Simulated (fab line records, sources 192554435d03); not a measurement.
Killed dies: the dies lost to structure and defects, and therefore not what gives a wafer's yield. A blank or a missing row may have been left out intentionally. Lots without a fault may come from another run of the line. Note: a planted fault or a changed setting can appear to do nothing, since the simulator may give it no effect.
Which of the tools did it? / flow n5Finfet / Sampling: 24 lots, 72 wafers, 6 of 1938 route steps

## WHAT THE GAUGES READ, wafer by wafer
N5_BEOL_M13_CD_MEAS_28: target cd 209.5 nm. Usual: cdNm 209.6 nm, standard deviation 1.1.
lot=L075; measured=day 12 10:13; on=cdSem-03; cdNm (nm)=209.3 211.2 209.6; flag=
lot=L074; measured=day 12 11:16; on=cdSem-03; cdNm (nm)=209.8 209.0 207.1; flag=
lot=L077; measured=day 12 19:51; on=cdSem-01; cdNm (nm)=208.8 208.6 209.8; flag=
lot=L078; measured=day 12 19:55; on=cdSem-02; cdNm (nm)=209.6 210.7 210.0; flag=
lot=L076; measured=day 13 03:49; on=cdSem-03; cdNm (nm)=209.5 208.9 208.7; flag=
lot=L080; measured=day 13 09:37; on=cdSem-03; cdNm (nm)=209.0 209.1 209.1; flag=
lot=L079; measured=day 13 10:46; on=cdSem-01; cdNm (nm)=210.6 209.3 209.5; flag=
lot=L081; measured=day 13 22:55; on=cdSem-02; cdNm (nm)=211.6 210.5 210.9; flag=
lot=L082; measured=day 14 13:52; on=cdSem-02; cdNm (nm)=211.8 211.4 211.1; flag=
lot=L083; measured=day 14 21:49; on=cdSem-01; cdNm (nm)=208.9 209.5 208.4; flag=
lot=L085; measured=day 14 22:07; on=cdSem-02; cdNm (nm)=209.3 211.0 211.1; flag=
lot=L086; measured=day 14 22:11; on=cdSem-01; cdNm (nm)=208.9 207.8 209.7; flag=
lot=L084; measured=day 15 16:08; on=cdSem-03; cdNm (nm)=210.3 208.6 210.0; flag=
lot=L087; measured=day 15 22:22; on=cdSem-02; cdNm (nm)=212.5 209.0 211.7; flag=
lot=L088; measured=day 16 08:57; on=cdSem-03; cdNm (nm)=208.7 210.7 209.0; flag=
lot=L091; measured=day 16 12:39; on=cdSem-03; cdNm (nm)=209.6 208.9 208.2; flag=
lot=L090; measured=day 16 13:35; on=cdSem-01; cdNm (nm)=209.6 209.0 208.7; flag=
lot=L093; measured=day 16 15:00; on=cdSem-01; cdNm (nm)=211.6 210.5 209.6; flag=
lot=L089; measured=day 16 15:56; on=cdSem-03; cdNm (nm)=209.2 209.1 209.5; flag=
lot=L092; measured=day 17 02:09; on=cdSem-03; cdNm (nm)=207.3 209.9 209.3; flag=
lot=L094; measured=day 17 20:45; on=cdSem-03; cdNm (nm)=208.0 208.3 210.0; flag=
lot=L096; measured=day 18 03:16; on=cdSem-01; cdNm (nm)=209.9 209.8 208.8; flag=
lot=L095; measured=day 18 03:35; on=cdSem-03; cdNm (nm)=209.8 209.3 208.8; flag=
lot=L097; measured=day 18 07:49; on=cdSem-03; cdNm (nm)=210.0 208.9 208.5; flag=

N5_BEOL_M13_INSPECT_55: inspects for defects (darkfield). Usual: rawDefectCount 69, standard deviation 23.
lot=L075; measured=day 12 16:30; on=defectInspect-01; rawDefectCount=48 48 80; flag=
lot=L074; measured=day 12 18:02; on=defectInspect-01; rawDefectCount=81 55 86; flag=
lot=L077; measured=day 13 00:07; on=defectInspect-01; rawDefectCount=55 51 43; flag=
lot=L078; measured=day 13 01:08; on=defectInspect-01; rawDefectCount=92 70 91; flag=
lot=L076; measured=day 13 12:54; on=defectInspect-01; rawDefectCount=77 103 52; flag=
lot=L080; measured=day 13 16:28; on=defectInspect-02; rawDefectCount=62 36 65; flag=
lot=L079; measured=day 13 19:04; on=defectInspect-01; rawDefectCount=52 83 41; flag=
lot=L081; measured=day 14 02:36; on=defectInspect-01; rawDefectCount=70 62 91; flag=
lot=L082; measured=day 14 22:56; on=defectInspect-01; rawDefectCount=35 31 62; flag=
lot=L083; measured=day 15 01:13; on=defectInspect-02; rawDefectCount=67 51 53; flag=
lot=L085; measured=day 15 02:37; on=defectInspect-02; rawDefectCount=43 44 58; flag=
lot=L086; measured=day 15 03:01; on=defectInspect-02; rawDefectCount=77 66 89; flag=
lot=L084; measured=day 15 18:24; on=defectInspect-02; rawDefectCount=54 52 36; flag=
lot=L087; measured=day 16 02:48; on=defectInspect-02; rawDefectCount=61 66 45; flag=
lot=L088; measured=day 16 12:41; on=defectInspect-01; rawDefectCount=76 94 71; flag=
lot=L091; measured=day 16 15:25; on=defectInspect-02; rawDefectCount=59 28 65; flag=
lot=L090; measured=day 17 00:02; on=defectInspect-02; rawDefectCount=103 128 78; flag=
lot=L093; measured=day 17 00:44; on=defectInspect-02; rawDefectCount=69 87 62; flag=
lot=L089; measured=day 17 02:11; on=defectInspect-01; rawDefectCount=56 65 70; flag=
lot=L092; measured=day 17 12:34; on=defectInspect-01; rawDefectCount=100 49 77; flag=
lot=L094; measured=day 18 02:11; on=defectInspect-01; rawDefectCount=94 84 71; flag=
lot=L096; measured=day 18 10:15; on=defectInspect-01; rawDefectCount=64 72 59; flag=
lot=L095; measured=day 18 10:13; on=defectInspect-02; rawDefectCount=60 65 65; flag=
lot=L097; measured=day 18 13:05; on=defectInspect-02; rawDefectCount=88 82 67; flag=

N5_BEOL_M14_CD_MEAS_10: target cd 250 nm. Usual: cdNm 250.3 nm, standard deviation 1.7.
lot=L075; measured=day 12 17:09; on=cdSem-01; cdNm (nm)=247.5 249.4 248.6; flag=
lot=L074; measured=day 12 18:42; on=cdSem-01; cdNm (nm)=249.2 250.8 251.0; flag=
lot=L077; measured=day 13 00:46; on=cdSem-01; cdNm (nm)=250.7 248.2 249.6; flag=
lot=L078; measured=day 13 01:40; on=cdSem-01; cdNm (nm)=248.9 253.6 250.6; flag=
lot=L076; measured=day 13 13:33; on=cdSem-01; cdNm (nm)=248.4 248.9 248.8; flag=
lot=L080; measured=day 13 17:00; on=cdSem-03; cdNm (nm)=252.3 252.5 247.5; flag=
lot=L079; measured=day 13 19:37; on=cdSem-02; cdNm (nm)=251.3 249.5 249.8; flag=
lot=L081; measured=day 14 03:16; on=cdSem-02; cdNm (nm)=249.3 249.5 247.3; flag=
lot=L082; measured=day 14 23:40; on=cdSem-01; cdNm (nm)=252.0 251.4 249.5; flag=
lot=L083; measured=day 15 01:49; on=cdSem-03; cdNm (nm)=249.7 249.0 249.3; flag=
lot=L085; measured=day 15 03:09; on=cdSem-02; cdNm (nm)=251.9 253.9 252.4; flag=
lot=L086; measured=day 15 03:40; on=cdSem-02; cdNm (nm)=250.3 252.3 251.7; flag=
lot=L084; measured=day 15 19:04; on=cdSem-01; cdNm (nm)=251.1 252.1 249.2; flag=
lot=L087; measured=day 16 03:28; on=cdSem-03; cdNm (nm)=247.7 247.1 247.9; flag=
lot=L088; measured=day 16 13:20; on=cdSem-02; cdNm (nm)=249.5 251.8 245.7; flag=
lot=L091; measured=day 16 15:58; on=cdSem-01; cdNm (nm)=248.4 248.9 251.6; flag=
lot=L090; measured=day 17 00:34; on=cdSem-03; cdNm (nm)=252.5 251.9 249.5; flag=
lot=L093; measured=day 17 01:16; on=cdSem-03; cdNm (nm)=248.4 249.1 248.1; flag=
lot=L089; measured=day 17 02:50; on=cdSem-01; cdNm (nm)=249.2 250.3 249.2; flag=
lot=L092; measured=day 17 13:14; on=cdSem-02; cdNm (nm)=250.3 252.0 252.8; flag=
lot=L094; measured=day 18 02:47; on=cdSem-03; cdNm (nm)=249.4 250.9 251.4; flag=
lot=L096; measured=day 18 10:55; on=cdSem-03; cdNm (nm)=250.9 252.4 248.8; flag=
lot=L095; measured=day 18 10:44; on=cdSem-02; cdNm (nm)=252.7 251.8 253.1; flag=
lot=L097; measured=day 18 13:46; on=cdSem-02; cdNm (nm)=252.5 249.9 249.9; flag=

## WHAT TOOL EACH LOT RAN ON (gives the tool, then ch and the chambers of the sampled wafers, and finally the start)
lot=L075; N5_BEOL_M12_DEGAS_41=pvdSputter-03, day 12 07:29; N5_BEOL_M12_DEP_53=pecvd-02 ch 0,1, day 12 08:41; N5_BEOL_M13_SPUTTER_44=pvdSputter-02, day 12 15:12
lot=L074; N5_BEOL_M12_DEGAS_41=pvdSputter-03, day 12 08:13; N5_BEOL_M12_DEP_53=pecvd-01 ch 0,1,2, day 12 09:32; N5_BEOL_M13_SPUTTER_44=pvdSputter-03, day 12 15:58
lot=L077; N5_BEOL_M12_DEGAS_41=pvdSputter-03, day 12 16:08; N5_BEOL_M12_DEP_53=pecvd-01 ch 0,2, day 12 17:58; N5_BEOL_M13_SPUTTER_44=pvdSputter-03, day 12 22:58
lot=L078; N5_BEOL_M12_DEGAS_41=pvdSputter-02, day 12 16:08; N5_BEOL_M12_DEP_53=pecvd-01 ch 0,2, day 12 18:13; N5_BEOL_M13_SPUTTER_44=pvdSputter-01, day 12 23:49
lot=L076; N5_BEOL_M12_DEGAS_41=pvdSputter-01, day 13 00:17; N5_BEOL_M12_DEP_53=pecvd-03 ch 1,2, day 13 01:26; N5_BEOL_M13_SPUTTER_44=pvdSputter-03, day 13 08:56
lot=L080; N5_BEOL_M12_DEGAS_41=pvdSputter-01, day 13 05:12; N5_BEOL_M12_DEP_53=pecvd-03 ch 0,1, day 13 06:52; N5_BEOL_M13_SPUTTER_44=pvdSputter-03, day 13 12:44
lot=L079; N5_BEOL_M12_DEGAS_41=pvdSputter-01, day 13 07:38; N5_BEOL_M12_DEP_53=pecvd-03 ch 0,1,2, day 13 09:14; N5_BEOL_M13_SPUTTER_44=pvdSputter-01, day 13 15:58
lot=L081; N5_BEOL_M12_DEGAS_41=pvdSputter-02, day 13 16:35; N5_BEOL_M12_DEP_53=pecvd-03 ch 1,2, day 13 20:49; N5_BEOL_M13_SPUTTER_44=pvdSputter-02, day 14 00:08
lot=L082; N5_BEOL_M12_DEGAS_41=pvdSputter-02, day 14 10:46; N5_BEOL_M12_DEP_53=pecvd-02 ch 0,1, day 14 12:07; N5_BEOL_M13_SPUTTER_44=pvdSputter-02, day 14 21:47
lot=L083; N5_BEOL_M12_DEGAS_41=pvdSputter-02, day 14 18:53; N5_BEOL_M12_DEP_53=pecvd-03 ch 0,1,2, day 14 20:02; N5_BEOL_M13_SPUTTER_44=pvdSputter-01, day 15 00:05
lot=L085; N5_BEOL_M12_DEGAS_41=pvdSputter-01, day 14 18:56; N5_BEOL_M12_DEP_53=pecvd-02 ch 0,1,2, day 14 20:07; N5_BEOL_M13_SPUTTER_44=pvdSputter-01, day 15 01:31
lot=L086; N5_BEOL_M12_DEGAS_41=pvdSputter-03, day 14 18:57; N5_BEOL_M12_DEP_53=pecvd-01 ch 0,1,2, day 14 20:22; N5_BEOL_M13_SPUTTER_44=pvdSputter-01, day 15 01:50
lot=L084; N5_BEOL_M12_DEGAS_41=pvdSputter-03, day 15 13:12; N5_BEOL_M12_DEP_53=pecvd-03 ch 0,1, day 15 14:21; N5_BEOL_M13_SPUTTER_44=pvdSputter-03, day 15 17:17
lot=L087; N5_BEOL_M12_DEGAS_41=pvdSputter-03, day 15 19:38; N5_BEOL_M12_DEP_53=pecvd-03 ch 0,1,2, day 15 20:48; N5_BEOL_M13_SPUTTER_44=pvdSputter-03, day 16 01:11
lot=L088; N5_BEOL_M12_DEGAS_41=pvdSputter-01, day 16 06:16; N5_BEOL_M12_DEP_53=pecvd-03 ch 0,2, day 16 07:25; N5_BEOL_M13_SPUTTER_44=pvdSputter-03, day 16 11:14
lot=L091; N5_BEOL_M12_DEGAS_41=pvdSputter-01, day 16 09:50; N5_BEOL_M12_DEP_53=pecvd-01 ch 1,2, day 16 10:59; N5_BEOL_M13_SPUTTER_44=pvdSputter-03, day 16 14:17
lot=L090; N5_BEOL_M12_DEGAS_41=pvdSputter-03, day 16 10:38; N5_BEOL_M12_DEP_53=pecvd-01 ch 0,1,2, day 16 11:47; N5_BEOL_M13_SPUTTER_44=pvdSputter-01, day 16 22:23
lot=L093; N5_BEOL_M12_DEGAS_41=pvdSputter-01, day 16 11:03; N5_BEOL_M12_DEP_53=pecvd-01 ch 0,2, day 16 12:21; N5_BEOL_M13_SPUTTER_44=pvdSputter-01, day 16 22:52
lot=L089; N5_BEOL_M12_DEGAS_41=pvdSputter-02, day 16 13:07; N5_BEOL_M12_DEP_53=pecvd-02 ch 0,1, day 16 14:16; N5_BEOL_M13_SPUTTER_44=pvdSputter-01, day 16 23:51
lot=L092; N5_BEOL_M12_DEGAS_41=pvdSputter-02, day 16 22:38; N5_BEOL_M12_DEP_53=pecvd-02 ch 1,2, day 17 00:22; N5_BEOL_M13_SPUTTER_44=pvdSputter-01, day 17 10:10
lot=L094; N5_BEOL_M12_DEGAS_41=pvdSputter-01, day 17 16:42; N5_BEOL_M12_DEP_53=pecvd-03 ch 1,2, day 17 17:55; N5_BEOL_M13_SPUTTER_44=pvdSputter-01, day 18 01:05
lot=L096; N5_BEOL_M12_DEGAS_41=pvdSputter-02, day 17 21:20; N5_BEOL_M12_DEP_53=pecvd-03 ch 1,2, day 17 22:34; N5_BEOL_M13_SPUTTER_44=pvdSputter-03, day 18 09:08
lot=L095; N5_BEOL_M12_DEGAS_41=pvdSputter-02, day 17 23:53; N5_BEOL_M12_DEP_53=pecvd-01 ch 0,2, day 18 01:02; N5_BEOL_M13_SPUTTER_44=pvdSputter-01, day 18 09:06
lot=L097; N5_BEOL_M12_DEGAS_41=pvdSputter-03, day 18 02:34; N5_BEOL_M12_DEP_53=pecvd-03 ch 0,1,2, day 18 04:03; N5_BEOL_M13_SPUTTER_44=pvdSputter-03, day 18 11:59
- N5_BEOL_M12_DEGAS_41: time 60 s.
- N5_BEOL_M12_DEP_53: deposits SiCN from 3MS/NH3, target thk 30 nm, time 10.5 s.
- N5_BEOL_M13_SPUTTER_44: material Ta, target thk 10 nm, time 16.13 s.

## AS READ BY THE TOOLS THEMSELVES (means over the sampled wafers that have a number; for cases with no such wafer, the mark the record gives instead)
N5_BEOL_M12_DEGAS_41. Usual: heaterPowerW 340 W, standard deviation 34; susceptorTempC 250.00 C, standard deviation 0.18.
lot=L075; tool=pvdSputter-03; heaterPowerW (W)=344; susceptorTempC (C)=250.12; flag=
lot=L074; tool=pvdSputter-03; heaterPowerW (W)=356; susceptorTempC (C)=250.09; flag=
lot=L077; tool=pvdSputter-03; heaterPowerW (W)=375; susceptorTempC (C)=249.78; flag=
lot=L078; tool=pvdSputter-02; heaterPowerW (W)=350; susceptorTempC (C)=249.99; flag=
lot=L076; tool=pvdSputter-01; heaterPowerW (W)=302; susceptorTempC (C)=249.83; flag=
lot=L080; tool=pvdSputter-01; heaterPowerW (W)=337; susceptorTempC (C)=250.07; flag=
lot=L079; tool=pvdSputter-01; heaterPowerW (W)=318; susceptorTempC (C)=250.03; flag=
lot=L081; tool=pvdSputter-02; heaterPowerW (W)=345; susceptorTempC (C)=250.13; flag=
lot=L082; tool=pvdSputter-02; heaterPowerW (W)=342; susceptorTempC (C)=250.31; flag=
lot=L083; tool=pvdSputter-02; heaterPowerW (W)=392; susceptorTempC (C)=249.93; flag=
lot=L085; tool=pvdSputter-01; heaterPowerW (W)=327; susceptorTempC (C)=249.96; flag=
lot=L086; tool=pvdSputter-03; heaterPowerW (W)=355; susceptorTempC (C)=249.92; flag=
lot=L084; tool=pvdSputter-03; heaterPowerW (W)=330; susceptorTempC (C)=249.92; flag=
lot=L087; tool=pvdSputter-03; heaterPowerW (W)=354; susceptorTempC (C)=250.06; flag=
lot=L088; tool=pvdSputter-01; heaterPowerW (W)=319; susceptorTempC (C)=250.06; flag=
lot=L091; tool=pvdSputter-01; heaterPowerW (W)=337; susceptorTempC (C)=249.74; flag=
lot=L090; tool=pvdSputter-03; heaterPowerW (W)=331; susceptorTempC (C)=250.13; flag=
lot=L093; tool=pvdSputter-01; heaterPowerW (W)=317; susceptorTempC (C)=249.97; flag=
lot=L089; tool=pvdSputter-02; heaterPowerW (W)=341; susceptorTempC (C)=250.20; flag=
lot=L092; tool=pvdSputter-02; heaterPowerW (W)=331; susceptorTempC (C)=249.96; flag=
lot=L094; tool=pvdSputter-01; heaterPowerW (W)=343; susceptorTempC (C)=249.94; flag=
lot=L096; tool=pvdSputter-02; heaterPowerW (W)=339; susceptorTempC (C)=250.07; flag=
lot=L095; tool=pvdSputter-02; heaterPowerW (W)=325; susceptorTempC (C)=250.13; flag=
lot=L097; tool=pvdSputter-03; heaterPowerW (W)=324; susceptorTempC (C)=249.88; flag=

N5_BEOL_M12_DEP_53. Usual: showerheadPlenumPTorr 4.162 Torr, standard deviation 0.02; showerheadVppV 1595 V, standard deviation 81; throttleValvePct 18.2 %, standard deviation 0.77.
lot=L075; tool=pecvd-02; showerheadPlenumPTorr (Torr)=4.124; showerheadVppV (V)=1539; throttleValvePct (%)=19.0; flag=
lot=L074; tool=pecvd-01; showerheadPlenumPTorr (Torr)=4.175; showerheadVppV (V)=1605; throttleValvePct (%)=18.1; flag=
lot=L077; tool=pecvd-01; showerheadPlenumPTorr (Torr)=4.188; showerheadVppV (V)=1567; throttleValvePct (%)=17.4; flag=
lot=L078; tool=pecvd-01; showerheadPlenumPTorr (Torr)=4.183; showerheadVppV (V)=1553; throttleValvePct (%)=18.1; flag=
lot=L076; tool=pecvd-03; showerheadPlenumPTorr (Torr)=4.156; showerheadVppV (V)=1658; throttleValvePct (%)=17.8; flag=
lot=L080; tool=pecvd-03; showerheadPlenumPTorr (Torr)=4.158; showerheadVppV (V)=1623; throttleValvePct (%)=18.4; flag=
lot=L079; tool=pecvd-03; showerheadPlenumPTorr (Torr)=4.161; showerheadVppV (V)=1635; throttleValvePct (%)=18.1; flag=
lot=L081; tool=pecvd-03; showerheadPlenumPTorr (Torr)=4.157; showerheadVppV (V)=1646; throttleValvePct (%)=18.0; flag=
lot=L082; tool=pecvd-02; showerheadPlenumPTorr (Torr)=4.131; showerheadVppV (V)=1540; throttleValvePct (%)=19.0; flag=
lot=L083; tool=pecvd-03; showerheadPlenumPTorr (Torr)=4.161; showerheadVppV (V)=1615; throttleValvePct (%)=18.1; flag=
lot=L085; tool=pecvd-02; showerheadPlenumPTorr (Torr)=4.142; showerheadVppV (V)=1489; throttleValvePct (%)=18.8; flag=
lot=L086; tool=pecvd-01; showerheadPlenumPTorr (Torr)=4.187; showerheadVppV (V)=1610; throttleValvePct (%)=18.3; flag=
lot=L084; tool=pecvd-03; showerheadPlenumPTorr (Torr)=4.164; showerheadVppV (V)=1604; throttleValvePct (%)=18.5; flag=
lot=L087; tool=pecvd-03; showerheadPlenumPTorr (Torr)=4.158; showerheadVppV (V)=1635; throttleValvePct (%)=18.0; flag=
lot=L088; tool=pecvd-03; showerheadPlenumPTorr (Torr)=4.151; showerheadVppV (V)=1632; throttleValvePct (%)=18.1; flag=
lot=L091; tool=pecvd-01; showerheadPlenumPTorr (Torr)=4.185; showerheadVppV (V)=1618; throttleValvePct (%)=17.5; flag=
lot=L090; tool=pecvd-01; showerheadPlenumPTorr (Torr)=4.186; showerheadVppV (V)=1606; throttleValvePct (%)=18.2; flag=
lot=L093; tool=pecvd-01; showerheadPlenumPTorr (Torr)=4.189; showerheadVppV (V)=1565; throttleValvePct (%)=17.7; flag=
lot=L089; tool=pecvd-02; showerheadPlenumPTorr (Torr)=4.137; showerheadVppV (V)=1552; throttleValvePct (%)=19.0; flag=
lot=L092; tool=pecvd-02; showerheadPlenumPTorr (Torr)=4.151; showerheadVppV (V)=1444; throttleValvePct (%)=18.4; flag=
lot=L094; tool=pecvd-03; showerheadPlenumPTorr (Torr)=4.149; showerheadVppV (V)=1648; throttleValvePct (%)=17.9; flag=
lot=L096; tool=pecvd-03; showerheadPlenumPTorr (Torr)=4.159; showerheadVppV (V)=1643; throttleValvePct (%)=18.0; flag=
lot=L095; tool=pecvd-01; showerheadPlenumPTorr (Torr)=4.182; showerheadVppV (V)=1539; throttleValvePct (%)=18.2; flag=
lot=L097; tool=pecvd-03; showerheadPlenumPTorr (Torr)=4.152; showerheadVppV (V)=1648; throttleValvePct (%)=18.2; flag=

N5_BEOL_M13_SPUTTER_44. Usual: substrateTempC 50.02 C, standard deviation 0.12; susceptorTempC 49.99 C, standard deviation 0.11; throttleValvePct 30.3 %, standard deviation 1.
lot=L075; tool=pvdSputter-02; substrateTempC (C)=50.05; susceptorTempC (C)=50.04; throttleValvePct (%)=29.8; flag=
lot=L074; tool=pvdSputter-03; substrateTempC (C)=49.90; susceptorTempC (C)=50.09; throttleValvePct (%)=30.0; flag=
lot=L077; tool=pvdSputter-03; substrateTempC (C)=50.03; susceptorTempC (C)=49.88; throttleValvePct (%)=30.9; flag=
lot=L078; tool=pvdSputter-01; substrateTempC (C)=49.98; susceptorTempC (C)=50.01; throttleValvePct (%)=29.6; flag=
lot=L076; tool=pvdSputter-03; substrateTempC (C)=50.08; susceptorTempC (C)=49.95; throttleValvePct (%)=31.0; flag=
lot=L080; tool=pvdSputter-03; substrateTempC (C)=49.97; susceptorTempC (C)=49.98; throttleValvePct (%)=30.8; flag=
lot=L079; tool=pvdSputter-01; substrateTempC (C)=50.06; susceptorTempC (C)=50.01; throttleValvePct (%)=28.9; flag=
lot=L081; tool=pvdSputter-02; substrateTempC (C)=49.98; susceptorTempC (C)=49.95; throttleValvePct (%)=30.4; flag=
lot=L082; tool=pvdSputter-02; substrateTempC (C)=49.96; susceptorTempC (C)=50.13; throttleValvePct (%)=30.9; flag=
lot=L083; tool=pvdSputter-01; substrateTempC (C)=50.09; susceptorTempC (C)=49.99; throttleValvePct (%)=29.5; flag=
lot=L085; tool=pvdSputter-01; substrateTempC (C)=50.00; susceptorTempC (C)=49.94; throttleValvePct (%)=29.6; flag=
lot=L086; tool=pvdSputter-01; substrateTempC (C)=50.09; susceptorTempC (C)=49.95; throttleValvePct (%)=29.4; flag=
lot=L084; tool=pvdSputter-03; substrateTempC (C)=49.95; susceptorTempC (C)=49.99; throttleValvePct (%)=30.1; flag=
lot=L087; tool=pvdSputter-03; substrateTempC (C)=49.90; susceptorTempC (C)=49.98; throttleValvePct (%)=30.6; flag=
lot=L088; tool=pvdSputter-03; substrateTempC (C)=49.92; susceptorTempC (C)=49.89; throttleValvePct (%)=30.5; flag=
lot=L091; tool=pvdSputter-03; substrateTempC (C)=49.84; susceptorTempC (C)=49.99; throttleValvePct (%)=30.6; flag=
lot=L090; tool=pvdSputter-01; substrateTempC (C)=50.00; susceptorTempC (C)=50.00; throttleValvePct (%)=30.3; flag=
lot=L093; tool=pvdSputter-01; substrateTempC (C)=50.04; susceptorTempC (C)=50.06; throttleValvePct (%)=30.4; flag=
lot=L089; tool=pvdSputter-01; substrateTempC (C)=49.98; susceptorTempC (C)=50.02; throttleValvePct (%)=30.2; flag=
lot=L092; tool=pvdSputter-01; substrateTempC (C)=50.02; susceptorTempC (C)=50.06; throttleValvePct (%)=30.2; flag=
lot=L094; tool=pvdSputter-01; substrateTempC (C)=50.02; susceptorTempC (C)=50.03; throttleValvePct (%)=30.4; flag=
lot=L096; tool=pvdSputter-03; substrateTempC (C)=49.92; susceptorTempC (C)=50.01; throttleValvePct (%)=30.7; flag=
lot=L095; tool=pvdSputter-01; substrateTempC (C)=49.94; susceptorTempC (C)=49.97; throttleValvePct (%)=29.7; flag=
lot=L097; tool=pvdSputter-03; substrateTempC (C)=50.00; susceptorTempC (C)=50.06; throttleValvePct (%)=31.1; flag=

## THE ANSWER, worked out from the rows above alone
Rule: take the mean of a lot's wafers that have a number; if it is more than 3 standard deviations from the usual mean, the lot is off. Also off: a lot with no number at a reading for which 4 or more lots have one. All remaining lots with rows at the step are treated as sound. First the gauges in route order, then the tools' own readings, where a lot's mean is used as printed above. The first step at which some lot is off is used, and at that step the reading that is off furthest; a lot without a number counts as furthest.
No lot is off on any of the readings shown, so nothing can be concluded from this.

## WHAT WAS PUT IN BY THE SIMULATOR
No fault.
